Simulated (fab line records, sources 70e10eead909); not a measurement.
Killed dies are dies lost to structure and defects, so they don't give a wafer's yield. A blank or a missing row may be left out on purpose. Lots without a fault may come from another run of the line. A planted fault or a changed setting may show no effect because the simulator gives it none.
fab line records | flow nand_harc
record lots=6 wafers=18 last_day=32
route steps=1302 shown A_CHANNEL_HOLE_D1@480 A_CHANNEL_FILL_D1@490 A_DECK1_JOINT@518 END@1301
lots that met no fault: from a run of the same line without faults
start_h: hours from the record's first day to the start of the lot's first wafer shown | wait_h: hours since the lot's step before | " the same as in the row above | L1.1+2: a row that stands for several wafers | - no value, or no start given | * or withheld: withheld | < > ~ a bound
route shown NAME@n: a module of which the file shows steps, and the number in the route of the first | usual: mean/standard deviation of fault-free wafers | same: alike in all rows | chamber/n: place in a boat | sites: the reading at each site | _std_site: their standard deviation | _edge_site: outer sites' mean less inner sites' | radius_mm: how far each site lies from the wafer's centre | mask NAME#n: copy n | behind: the tool/chamber that last shaped the wafer | hold: why the lot was held/for how many hours/how that ended | device: the transistor (n, p or np) that didn't switch | end of line: the same wafers' tests at the end of the route | a step without rows: its recipe alone | killed: dies lost to structure and defects at the first sort, not the wafer's yield | map: a wafer's dies, x killed, . not, _ none there
set.NAME: the setting as run; set.NAME@STEP: as run at that earlier step | model.NAME: the simulator's own value behind a step, which no gauge read
lots at some steps of the route; a table a step, a row a wafer
services: from which hour (start_h, from the record's first day; less than 0 if before it) a tool's chamber was out of use, for how many hours, and why
## steps
# step NHARC_A_CHANNEL_HOLE_D1_STRIP_41
# recipe n2_flow_sccm=150 h2_flow_sccm=150 ar_flow_sccm=0 bias_w=0 chemistry=N2/H2
# step NHARC_A_CHANNEL_HOLE_D1_STRIP_42
# recipe cf4_flow_sccm=100 chf3_flow_sccm=30 ar_flow_sccm=0 bias_w=0 chemistry=CF4/CHF3
# step NHARC_A_CHANNEL_HOLE_D1_STRIP_43
# recipe o2_flow_sccm=400 cos_flow_sccm=20 ar_flow_sccm=0 bias_w=0 chemistry=O2/COS
# step NHARC_A_CHANNEL_HOLE_D1_ETCH_44
# recipe target_depth_a=1400 overetch_a=140 time_s=77 ion_energy_ev=100 cf4_flow_sccm=80 o2_flow_sccm=20 ar_flow_sccm=0 rf_w=300 bias_w=100 chemistry=CF4/O2
# step NHARC_A_CHANNEL_HOLE_D1_STRIP_27
# recipe o2_flow_sccm=500 ar_flow_sccm=0 bias_w=0 chemistry=O2
# step NHARC_A_CHANNEL_HOLE_D1_PRECLEAN_28
# recipe time_s=* temp_c=50 bath_age_min=0 chemistry=SC1
# step NHARC_A_CHANNEL_HOLE_D1_SRD_29
# step NHARC_A_CHANNEL_HOLE_D1_CD_MEAS_30
# usual cd_nm=90.3/1.3
# columns lot.wafer tool chamber start_h wait_h cd_nm
L634.1 cd_sem-01 - 219.97 - 91.4
L634.2 " - " " 89.2
L634.6 " - " " 92.3
L638.4 cd_sem-03 - 264.18 0.1 89.6
L638.5 " - " " 90.5
L638.6 " - " " 89.5
L639.2 cd_sem-03 - 268.30 0.1 92.4
L639.4 " - " " 90.1
L639.5 " - " " 90.6
L646.4 cd_sem-01 - 330.69 - 88.6
L646.5 " - " " 90.4
L646.6 " - " " 87.7
L647.2 cd_sem-02 - 345.17 - 89.8
L647.3 " - " " 89.9
L647.6 " - " " 91.7
L649.2 cd_sem-02 - 370.83 - 89.2
L649.3 " - " " 91.4
L649.4 " - " " 90.7
# step NHARC_A_CHANNEL_HOLE_D1_XSEM_31
# recipe landing_energy_ev=35000
# step NHARC_A_CHANNEL_HOLE_D1_INSPECT_40
# usual raw_defect_count=79/29
# columns lot.wafer tool chamber start_h wait_h raw_defect_count
L634.1 defect_inspect-02 - 220.15 - 55
L634.2 " - " " 39
L634.6 " - " " 62
L638.4 defect_inspect-02 - 264.36 - 120
L638.5 " - " " 133
L638.6 " - " " 116
L639.2 defect_inspect-01 - 268.48 - 71
L639.4 " - " " 106
L639.5 " - " " 105
L646.4 defect_inspect-02 - 330.89 - 106
L646.5 " - " " 90
L646.6 " - " " 94
L647.2 defect_inspect-01 - 345.35 - 51
L647.3 " - " " 30
L647.6 " - " " 56
L649.2 defect_inspect-02 - 371.02 - 108
L649.3 " - " " 118
L649.4 " - " " 121
# step NHARC_A_CHANNEL_FILL_D1_PRECLEAN_00
# recipe time_s=* temp_c=50 bath_age_min=0 chemistry=SC1
# step NHARC_A_CHANNEL_FILL_D1_SRD_01
# step NHARC_A_CHANNEL_FILL_D1_ALD_02
# recipe target_thk_a=60 pulse_time_s=10 ald_cycles=60 temp_c=300 material=SiO2
# usual ald_cycles=60/0 heater_power_w=450/38 precursor_pulse_height_rel=1.001/0.019
# columns lot.wafer tool chamber start_h wait_h ald_cycles heater_power_w precursor_pulse_height_rel
L634.2 ald_hk-02 1 220.42 - 60 404 1.042
L634.1 " 3 " " 60 454 0.978
L634.6 " 0 " " 60 423 1.032
L638.4 ald_hk-02 3 264.69 - 46 466 1.014
L638.6 " 1 " " 46 406 0.956
L638.5 " 2 " " 46 403 0.996
L639.2 ald_hk-02 3 268.81 - 46 483 1.002
L639.4 " 0 " " 46 443 1.004
L639.5 " 1 " " 46 401 1.001
L646.4 ald_hk-03 0 331.68 - 60 424 1.016
L646.6 " 2 " " 60 450 1.027
L646.5 " 3 " " 60 421 0.982
L647.3 ald_hk-02 1 345.66 0.2 60 389 0.996
L647.2 " 2 " " 60 419 1.008
L647.6 " 0 " " 60 425 1.008
L649.2 ald_hk-03 1 372.16 - 60 488 0.992
L649.4 " 3 " " 60 410 0.977
L649.3 " 0 " " 60 433 1.050
# step NHARC_A_CHANNEL_FILL_D1_ALD_03
# recipe target_thk_a=60 pulse_time_s=60 ald_cycles=58 temp_c=630 pressure_torr=2 material=SiNx
# step NHARC_A_CHANNEL_FILL_D1_ALD_14
# recipe target_thk_a=25 pulse_time_s=10 ald_cycles=25 temp_c=300 material=SiO2
# step NHARC_A_CHANNEL_FILL_D1_ALD_15
# recipe target_thk_a=20 pulse_time_s=60 ald_cycles=19 temp_c=630 pressure_torr=2 material=SiNx
# step NHARC_A_CHANNEL_FILL_D1_ALD_16
# recipe target_thk_a=15 pulse_time_s=10 ald_cycles=15 temp_c=300 material=SiO2
# step NHARC_A_CHANNEL_FILL_D1_ANNEAL_17
# recipe temp_c=850 time_s=1800
# step NHARC_A_CHANNEL_FILL_D1_CVD_18
# recipe target_thk_a=30 temp_c=550 material=poly-Si
# step NHARC_A_CHANNEL_FILL_D1_ETCHBACK_19
# recipe target_depth_a=50 time_s=1.7 hbr_flow_sccm=150 cl2_flow_sccm=50 rf_w=400 icp_w=400 bias_w=100 chemistry=HBr/Cl2
# usual drypump_motor_current_A=5.9/0.42 mfc_cl2_sccm=49.99/0.16 oes_product_au=1.001/0.011 throttle_valve_pct=26.406/0.0096
# columns lot.wafer tool chamber start_h wait_h drypump_motor_current_A mfc_cl2_sccm oes_product_au rf_hours_counter_h throttle_valve_pct
L634.1 rie_si-03 0 245.58 0.4 5.4 49.82 0.992 0.1 26.415
L634.2 " 2 " " 6.0 50.11 0.995 0.1 26.402
L634.6 " 3 " " 6.4 50.03 1.015 - 26.412
L638.4 rie_si-02 3 289.87 0.4 6.2 49.83 0.992 0 26.404
L638.5 " 3 " " 6.2 49.78 0.997 - 26.413
L638.6 " 0 " " 5.9 50.17 0.998 - 26.408
L639.4 rie_si-06 1 293.46 0.4 5.4 49.84 0.992 0.2 26.392
L639.2 " 3 " " 5.7 49.76 1.002 0.2 26.419
L639.5 " 0 " " 5.4 50.07 1.008 - 26.411
L646.4 rie_si-02 3 356.51 0.4 6.3 49.83 0.996 0.4 26.400
L646.5 " 0 " " 6.0 49.72 1.017 - 26.421
L646.6 " 1 " " 6.0 50.06 1.022 - 26.400
L647.3 rie_si-03 1 369.71 0.4 6.7 49.66 0.980 0.8 26.420
L647.2 " 2 " " 6.1 49.70 0.999 0.8 26.415
L647.6 " 0 " " 5.5 49.89 0.996 - 26.408
L649.4 rie_si-03 3 396.20 0.4 6.4 50.13 1.002 0.9 26.378
L649.2 " 1 " " 6.6 50.10 1.000 1.0 26.402
L649.3 " 2 " " 6.1 49.87 1.006 1.0 26.418
# step NHARC_A_CHANNEL_FILL_D1_ETCHBACK_20
# recipe target_depth_a=270 time_s=13.5 c4f8_flow_sccm=withheld o2_flow_sccm=8 ar_flow_sccm=withheld rf_w=600 bias_w=1500 chemistry=C4F8/O2/Ar
# step NHARC_A_CHANNEL_FILL_D1_STRIP_28
# recipe time_s=20 o2_flow_sccm=500 ar_flow_sccm=0 bias_w=0 chemistry=O2
# step NHARC_A_CHANNEL_FILL_D1_PRECLEAN_21
# recipe time_s=30 chemistry=dHF
# step NHARC_A_CHANNEL_FILL_D1_SRD_23
# step NHARC_A_CHANNEL_FILL_D1_CVD_05
# recipe target_thk_a=50 temp_c=550 material=poly-Si
# step NHARC_A_CHANNEL_FILL_D1_ANNEAL_22
# recipe temp_c=620 time_s=7200
# step NHARC_A_CHANNEL_FILL_D1_ALD_25
# recipe target_thk_a=600 pulse_time_s=10 ald_cycles=600 temp_c=300 material=SiOx
# usual ald_cycles=600/0 heater_power_w=456/42 precursor_pulse_height_rel=1.000/0.02
# columns lot.wafer tool chamber start_h wait_h ald_cycles heater_power_w precursor_pulse_height_rel
L634.2 ald_hk-02 3 259.84 0.7 600 475 0.985
L634.1 " 0 " " 600 419 0.990
L634.6 " 3 262.30 3.1 600 472 0.986
L638.4 ald_hk-03 0 303.84 1.9 600 432 1.039
L638.5 " 1 " " 600 477 0.982
L638.6 " 2 " " 600 446 0.990
L639.2 ald_hk-03 1 305.93 0.5 600 485 0.987
L639.4 " 2 " " 600 435 0.992
L639.5 " 1 308.40 3.0 600 477 0.994
L646.4 ald_hk-03 3 368.94 0.7 600 412 0.993
L646.6 " 2 370.78 2.5 600 452 1.027
L646.5 " 3 " " 600 405 0.974
L647.3 ald_hk-03 1 382.26 0.0 600 474 1.011
L647.2 " 0 384.10 1.9 600 439 1.009
L647.6 " 2 385.33 3.1 600 429 1.009
L649.2 ald_hk-03 1 410.02 0.1 600 497 1.002
L649.4 " 2 " " 600 421 1.025
L649.3 " 3 " " 600 425 1.023
# step NHARC_A_CHANNEL_FILL_D1_ETCHBACK_08
# recipe target_depth_a=2200 time_s=110 c4f8_flow_sccm=20 ar_flow_sccm=withheld rf_w=600 bias_w=300 chemistry=C4F8
# usual oes_product_au=0.97/0.035 rf_vpp_V=442.4/2.8
# columns lot.wafer tool chamber start_h wait_h oes_product_au rf_hours_counter_h rf_vpp_V
L634.1 rie_diel-02 2 - - 1.00 3.8 441.4
L634.2 " 3 " " 1.01 3.8 444.4
L634.6 " 3 " " 1.02 - 443.4
L638.4 rie_diel-02 0 - - 0.97 5.7 445.7
L638.6 " 3 " " 1.01 - 444.3
L638.5 " 0 " " 0.98 - 445.7
L639.4 rie_diel-02 0 - - 0.99 5.7 446.2
L639.2 " 1 " " 1.00 6.8 437.2
L639.5 " 1 " " 1.01 - 438.7
L646.4 rie_diel-03 3 - - 0.99 2.8 440.8
L646.6 " 3 " " 0.99 - 442.2
L646.5 " 0 " " 0.95 - 444.3
L647.3 rie_diel-02 2 - - 0.93 11.9 441.7
L647.2 " 3 " " 0.93 10.9 442.6
L647.6 " 0 " " 0.92 - 444.0
L649.2 rie_diel-12 3 - - 0.93 6.2 443.3
L649.3 " 0 " " 0.92 6.0 443.8
L649.4 " 1 " " 0.93 6.4 446.3
# step NHARC_A_CHANNEL_FILL_D1_STRIP_29
# recipe time_s=20 o2_flow_sccm=500 ar_flow_sccm=0 bias_w=0 chemistry=O2
# step NHARC_A_CHANNEL_FILL_D1_PRECLEAN_30
# recipe time_s=30 chemistry=dHF
# step NHARC_A_CHANNEL_FILL_D1_SRD_31
# step NHARC_A_CHANNEL_FILL_D1_CVD_09
# recipe target_thk_a=1500 temp_c=620 pressure_mtorr=200 time_s=3000 material=poly-Si
# step NHARC_A_CHANNEL_FILL_D1_CMP_10
# recipe target_thk_nm=150
# usual motor_current_A=12.4/1.2 time_to_endpoint_s=15.0/2.7
# columns lot.wafer tool chamber start_h wait_h motor_current_A time_to_endpoint_s
L634.2 cmp-01 0 270.70 0.4 11.0 10.6
L634.1 " 3 " " 14.2 14.7
L634.6 " 0 " " 10.9 9.5
L638.4 cmp-04 0 313.31 0.4 10.2 16.5
L638.6 " 2 " " 14.4 16.2
L638.5 " 3 " " 11.8 15.5
L639.4 cmp-01 3 317.42 0.4 14.1 15.1
L639.2 " 0 " " 11.4 12.5
L639.5 " 1 " " 13.6 16.5
L646.4 cmp-04 2 379.60 0.4 13.6 16.3
L646.5 " 0 " " 11.1 16.9
L646.6 " 1 " " 12.0 14.5
L647.3 cmp-01 3 393.67 0.4 13.3 11.3
L647.2 " 0 " " 11.0 10.5
L647.6 " 1 " " 12.7 11.3
L649.2 cmp-01 1 421.30 0.4 13.0 8.5
L649.3 " 2 " " 13.3 10.9
L649.4 " 3 " " 13.6 10.3
# step NHARC_A_CHANNEL_FILL_D1_SRD_12
# step NHARC_A_CHANNEL_FILL_D1_INSPECT_13
# usual raw_defect_count=307/110
# columns lot.wafer tool chamber start_h wait_h raw_defect_count
L634.1 defect_inspect-01 - 271.11 0.0 297
L634.2 " - " " 276
L634.6 " - " " 417
L638.4 defect_inspect-02 - 313.68 0.0 313
L638.5 " - " " 347
L638.6 " - " " 438
L639.2 defect_inspect-01 - 317.78 0.0 400
L639.4 " - " " 347
L639.5 " - " " 422
L646.4 defect_inspect-02 - 379.97 0.0 343
L646.5 " - " " 284
L646.6 " - " " 340
L647.2 defect_inspect-01 - 394.03 0.0 161
L647.3 " - " " 136
L647.6 " - " " 188
L649.2 defect_inspect-01 - 421.72 0.0 193
L649.3 " - " " 274
L649.4 " - " " 262
# step NHARC_A_DECK1_JOINT_ETCHBACK_07
# recipe target_depth_a=1050 time_s=26.9 hbr_flow_sccm=150 rf_w=350 icp_w=350 bias_w=60 chemistry=HBr
# usual drypump_motor_current_A=5.8/0.48 oes_product_au=1.001/0.011 throttle_valve_pct=23.265/0.0082
# columns lot.wafer tool chamber start_h wait_h drypump_motor_current_A oes_product_au rf_hours_counter_h throttle_valve_pct
L634.1 rie_si-05 0 271.18 0.1 6.4 1.012 0.9 23.257
L634.2 " 2 " " 5.4 0.992 0.9 23.256
L634.6 " 0 " " 6.4 1.010 - 23.266
L638.4 rie_si-04 2 313.75 0.1 6.3 0.993 0.9 23.267
L638.6 " 1 " " 6.2 1.005 - 23.238
L638.5 " 2 " " 6.3 0.995 - 23.271
L639.4 rie_si-05 0 317.86 0.1 6.4 1.004 0 23.257
L639.2 " 1 " " 6.5 0.978 0 23.264
L639.5 " 0 " " 6.4 1.005 - 23.257
L646.4 rie_si-01 0 380.05 0.1 5.6 0.974 0 23.263
L646.5 " 2 " " 5.5 1.005 - 23.270
L646.6 " 3 " " 5.1 1.012 - 23.271
L647.3 rie_si-01 3 394.11 0.1 5.1 1.014 0.1 23.257
L647.2 " 1 " " 5.7 0.996 0.1 23.244
L647.6 " 3 " " 5.1 1.014 - 23.251
L649.4 rie_si-01 1 421.78 0.1 5.8 0.993 0.2 23.263
L649.2 " 2 " " 5.5 1.001 0.3 23.258
L649.3 " 3 " " 5.1 1.015 0.3 23.244
# step NHARC_A_DECK1_JOINT_ETCH_25
# recipe target_depth_a=5 chemistry=dHF material=SiO2
# step NHARC_A_DECK1_JOINT_ETCH_19
# recipe temp_c=25 target_depth_a=30 chemistry=TMAH material=poly-Si
# step NHARC_A_DECK1_JOINT_ETCH_18
# recipe target_depth_a=30 chemistry=dHF material=SiO2
# step NHARC_END_WLT_00
# usual VT_DECK1_BOTTOM=0.871/0.0076 VT_DECK1_BOTTOM_INNER=0.872/0.0075 VT_DECK1_MEDIAN_NEAR_BOTTOM=0.872/0.0079 VT_DECK1_MEDIAN_NEAR_BOTTOM_INNER=0.873/0.007 VT_DECK1_MIDDLE=0.884/0.0073 VT_DECK1_MIDDLE_INNER=0.884/0.0069 VT_DECK1_TOP=0.895/0.007 VT_DECK1_TOP_INNER=0.896/0.0074 VT_DECK2_BOTTOM=0.872/0.0064 VT_DECK2_BOTTOM_INNER=0.871/0.0066 VT_DECK2_MEDIAN_NEAR_BOTTOM=0.872/0.0065 VT_DECK2_MEDIAN_NEAR_BOTTOM_INNER=0.873/0.0073 VT_DECK2_MIDDLE=0.885/0.0061 VT_DECK2_MIDDLE_INNER=0.886/0.0068 VT_DECK2_TOP=0.896/0.0064 VT_DECK2_TOP_INNER=0.896/0.0064
# columns lot.wafer tool chamber start_h wait_h VT_DECK1_BOTTOM VT_DECK1_BOTTOM_INNER VT_DECK1_MEDIAN_NEAR_BOTTOM VT_DECK1_MEDIAN_NEAR_BOTTOM_INNER VT_DECK1_MIDDLE VT_DECK1_MIDDLE_INNER VT_DECK1_TOP VT_DECK1_TOP_INNER VT_DECK2_BOTTOM VT_DECK2_BOTTOM_INNER VT_DECK2_MEDIAN_NEAR_BOTTOM VT_DECK2_MEDIAN_NEAR_BOTTOM_INNER VT_DECK2_MIDDLE VT_DECK2_MIDDLE_INNER VT_DECK2_TOP VT_DECK2_TOP_INNER
L634.1 prober-02 - 588.49 0.1 0.874 0.878 0.870 0.883 0.879 0.889 0.902 0.894 0.864 0.861 0.865 0.868 0.871 0.882 0.889 0.895
L634.2 " - " " 0.868 0.868 0.859 0.881 0.888 0.877 0.894 0.901 0.869 0.867 0.865 0.868 0.881 0.891 0.889 0.890
L634.6 " - 590.98 2.5 0.866 0.864 0.879 0.874 0.883 0.883 0.895 0.898 0.873 0.864 0.880 0.876 0.888 0.890 0.885 0.889
L638.4 prober-01 - 631.47 1.6 0.846 0.846 0.839 0.854 0.858 0.851 0.873 0.868 0.874 0.872 0.880 0.866 0.886 0.886 0.890 0.891
L638.5 " - " " 0.844 0.848 0.851 0.849 0.858 0.858 0.861 0.856 0.869 0.869 0.874 0.874 0.884 0.887 0.904 0.890
L638.6 " - " " 0.835 0.848 0.845 0.841 0.852 0.866 0.863 0.867 0.881 0.881 0.880 0.875 0.895 0.884 0.900 0.898
L639.2 prober-01 - 638.34 0.8 0.864 0.860 0.866 0.855 0.874 0.878 0.875 0.878 0.863 0.867 0.864 0.866 0.880 0.881 0.897 0.890
L639.4 " - 639.34 1.8 0.855 0.864 0.855 0.858 0.859 0.864 0.869 0.869 0.861 0.869 0.869 0.862 0.877 0.876 0.897 0.896
L639.5 " - " " 0.856 0.862 0.857 0.852 0.872 0.873 0.881 0.882 0.870 0.868 0.863 0.871 0.885 0.886 0.894 0.884
L647.2 prober-01 - 714.17 0.5 0.865 0.865 0.867 0.866 0.881 0.873 0.893 0.887 0.872 0.876 0.878 0.876 0.886 0.891 0.899 0.900
L647.3 " - " " 0.869 0.872 0.861 0.862 0.885 0.867 0.891 0.888 0.887 0.873 0.874 0.882 0.890 0.892 0.904 0.901
L647.6 " - 716.15 2.5 0.866 0.868 0.866 0.866 0.868 0.875 0.895 0.891 0.877 0.879 0.879 0.879 0.896 0.891 0.906 0.901
L646.4 prober-02 - 715.21 1.6 0.868 0.863 0.872 0.863 0.869 0.888 0.889 0.895 0.871 0.875 0.876 0.874 0.881 0.882 0.889 0.893
L646.5 " - " " 0.868 0.867 0.866 0.868 0.882 0.884 0.896 0.893 0.867 0.864 0.865 0.868 0.886 0.889 0.894 0.899
L646.6 " - " " 0.858 0.864 0.857 0.867 0.866 0.880 0.894 0.895 0.872 0.866 0.867 0.868 0.881 0.880 0.895 0.886
L649.2 prober-01 - 759.07 0.5 0.868 0.869 0.875 0.871 0.879 0.883 0.895 0.898 0.873 0.872 0.877 0.871 0.889 0.894 0.894 0.892
L649.3 " - " " 0.873 0.875 0.868 0.874 0.877 0.890 0.892 0.901 0.873 0.869 0.863 0.876 0.878 0.882 0.901 0.900
L649.4 " - " " 0.874 0.883 0.862 0.867 0.883 0.889 0.894 0.891 0.873 0.878 0.876 0.871 0.891 0.888 0.900 0.892
# step NHARC_END_SORT_01
# recipe temp_c=25
# usual killed_at_array=53/19 killed_at_other=0.8/1.2 killed_at_periphery=3.7/2.3 killed_dies=57/19 killed_open=3.2/1.7 killed_short=2.6/1.8
# same gross_dies=677
# columns lot.wafer tool chamber start_h wait_h killed_at_array killed_at_other killed_at_periphery killed_dies killed_open killed_short
L638.4 prober-01 0 635.41 3.4 81 0 3 84 5 2
L638.5 prober-01 0 636.22 3.7 84 2 0 86 0 2
L638.6 prober-01 0 637.03 4.1 86 1 1 88 1 2
# killed by level:class
L638.4 A_CHANNEL_HOLE_D1:chamber_film_flake=27 A_SLIT:chamber_film_flake=21 A_CHANNEL_HOLE_D2:chamber_film_flake=20 A_BONDPAD:chamber_film_flake=4 P_M0:geometric_particle:open=2 A_STAIRCASE:chamber_film_flake=2 P_STI:geometric_particle:open=1 A_SOURCE_PLATE:geometric_particle:open=1
L638.5 A_CHANNEL_HOLE_D1:chamber_film_flake=32 A_SLIT:chamber_film_flake=18 A_CHANNEL_HOLE_D2:chamber_film_flake=16 A_STAIRCASE:chamber_film_flake=4 A_CONTACT:chamber_film_flake=3 A_BONDPAD:chamber_film_flake=3 A_CHANNEL_FILL_D2:chamber_film_flake=2 A_BLC:chamber_film_flake=2
L638.6 A_SLIT:chamber_film_flake=30 A_CHANNEL_HOLE_D2:chamber_film_flake=28 A_CHANNEL_HOLE_D1:chamber_film_flake=15 A_STAIRCASE:chamber_film_flake=3 A_CONTACT:chamber_film_flake=3 A_BONDPAD:chamber_film_flake=2 A_CHANNEL_FILL_D2:geometric_particle:short=1 A_BLC:geometric_particle:open=1
## services
# columns tool chamber start_h hours kind
cmp-04 - 209.00 4.0 pm
rie_si-03 - 212.68 1.1 repair
rie_diel-02 - 216.91 9.0 pm
ald_hk-03 - 219.78 10.0 pm
rie_si-03 - 221.00 9.0 pm
rie_si-03 0 235.83 4.4 repair
rie_si-01 1 256.50 4.2 repair
rie_diel-02 0 262.13 3.0 repair
cmp-01 - 277.63 1.7 repair
cmp-01 - 283.68 4.0 pm
rie_si-01 - 296.55 0.2 repair
rie_si-03 3 310.93 6.3 repair
cmp-01 - 318.22 0.6 repair
ald_hk-02 - 327.40 0.8 repair
rie_si-01 - 370.00 9.0 pm
ald_hk-02 - 370.07 2.9 repair
rie_diel-02 1 381.39 8.8 repair
cmp-01 - 381.68 4.0 pm
cmp-01 - 389.54 3.4 repair
rie_diel-02 - 393.91 9.0 pm
rie_si-01 1 397.34 11.4 repair
rie_si-03 - 398.00 9.0 pm
rie_si-01 - 406.45 0.1 repair
cmp-01 - 409.60 2.0 repair
## key
first_sign step=NHARC_A_CHANNEL_FILL_D1_ALD_02 reading=ald_cycles direction=down sigmas=99+ usual=60 struck=46
effect step=NHARC_END_WLT_00 reading=VT_DECK1_TOP_INNER direction=down sigmas=3.5 usual=0.896 struck=0.870
met_at NHARC_A_CHANNEL_FILL_D1_ALD_02
struck_wafers L638.4,L638.5,L638.6,L639.2,L639.4,L639.5
tester_left_out L638,L639
onset_between 220.42 264.69
fault kind=process_parameter_drift tool=ald_hk-02 chamber=- onset_h=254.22 steps=NHARC_A_CHANNEL_FILL_D1_ALD_02 channel=ald_cycles offset=-14 shape=step end_h=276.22 acts_in=these_recipes_only stated=60
# tester_left_out: of these lots the tester's yield and bins aren't shown, on N5 and GAA mostly nor the transistor test; their killed dies are dies lost to structure and defects alone, not to doping, threshold or leakage, so they don't give the yield
